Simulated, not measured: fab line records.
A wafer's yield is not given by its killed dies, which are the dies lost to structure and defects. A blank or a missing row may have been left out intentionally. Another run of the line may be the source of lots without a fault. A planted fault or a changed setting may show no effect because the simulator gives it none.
The same fault as seen by 2 desks	flow n5-finfet	numbers are kept per desk, each desk with only its own; the story behind them comes last

== METROLOGY DESK ==
What the gauges read for every lot (on any tool): the sampled wafers with a number, averaged. A lot is out of limits, marked OUT, if its mean lies more than 4 standard deviations from the usual mean; the brackets give that distance. It has 19 readings, of which 7 appear: the earliest out of limits, and the ones furthest out on some lot.
Columns: A = thk-nm at N5_SD_EPI_P_EPI_MEAS_23, usual 60.9 nm; B = RS_SD_P at N5_SD_ACTIVATION_RS_MEAS_03, usual 56.2 ohm/sq; C = RC_DENSE_P at N5_BEOL_M4_RC_MEAS_101, usual 23.5 ohm.um; D = RC_P at N5_BEOL_M4_RC_MEAS_101, usual 19.2 ohm.um; E = REXT_P at N5_BEOL_M4_RC_MEAS_101, usual 100.2 ohm.um; F = RS_SD_P at N5_BEOL_M4_RC_MEAS_101, usual 65.9 ohm/sq; G = VT_P_LVT at N5_BEOL_M4_RC_MEAS_101, usual -99 mV
lot	first seen here	A	B	C	D	E	F	G
L364	day 3 06:28	61.9	55.1	23.1	18.9	98.6	65.3	-99
L366	day 3 16:56	59.9	57.2	23.7	19.2	101.5	66.7	-101
L368	day 4 08:01	63.2	54.5	23.9	19.4	101.7	63.8	-101
L370	day 4 18:15	60.7	56.4	24.5	20.0	99.4	66.0	-95
L371	day 4 23:59	60.2	57.9	24.3	19.7	103.2	68.1	-99
L373	day 5 11:08	59.5	57.3	23.7	19.5	103.6	67.3	-98
L383	day 8 01:29	43.3 (-13) OUT	101.8 (+41) OUT	27.7 (+7.9) OUT	22.7 (+8.2) OUT	136.7 (+12) OUT	116.1 (+39) OUT	-117 (-5.4) OUT
L384	day 8 06:40	43.8 (-12) OUT	97.9 (+38) OUT	27.6 (+7.8) OUT	22.4 (+7.4) OUT	137.6 (+12) OUT	113.2 (+36) OUT	-111
L387	day 9 00:16	62.8	54.4	23.4	19.0	97.0	63.4	-101
This desk's verdict: out of limits on L383, L384, starting with L383 at day 8 06:16 (thk-nm at N5_SD_EPI_P_EPI_MEAS_23). L364, L366, L368, L370, L371, L373, L387: within limits.

== THE TOOL OWNER'S DESK: epi-rpcvd-02 ==
The tool's own readings at N5_SD_EPI_P_EPI_21 (deposits SiGe:B, time 355 s): means of the sampled wafers that have a number, for each lot that ran on this tool. A lot is out of limits, marked OUT, if its mean lies more than 4 standard deviations from the usual mean; the brackets give that distance.
Columns: A = chamber-pressure-Torr at N5_SD_EPI_P_EPI_21, usual 20.00 Torr
lot	first seen here	A
L364	day 3 10:08	19.96
L366	day 3 19:13	20.00
L370	day 4 20:41	19.99
L371	day 5 03:46	20.00
L373	day 5 13:53	20.03
L383	day 8 04:05	8.68 (-99 or more) OUT
L384	day 8 09:24	8.74 (-99 or more) OUT
This desk's verdict: out of limits on L383, L384, starting with L383 at day 8 04:05 (chamber-pressure-Torr at N5_SD_EPI_P_EPI_21). L364, L366, L370, L371, L373: within limits.

== BROUGHT TOGETHER ==
The tool owner's desk had the chance to raise an alarm at day 8 04:05 on L383, L384.
On L383, L384, the metrology desk was in a position to raise an alarm at day 8 06:16.
On epi-rpcvd-02, each named lot ran N5_SD_EPI_P_EPI_21.

== WHAT HAD BEEN PUT IN BY THE SIMULATOR ==
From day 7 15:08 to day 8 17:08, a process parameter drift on epi-rpcvd-02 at N5_SD_EPI_P_EPI_21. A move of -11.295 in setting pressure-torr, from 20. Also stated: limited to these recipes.
Shown lots that were struck: L383, L384.
Delay (hours) between the fault's onset and each desk's first out-of-limits reading: 13 at the tool owner's desk, 15 at the metrology desk.
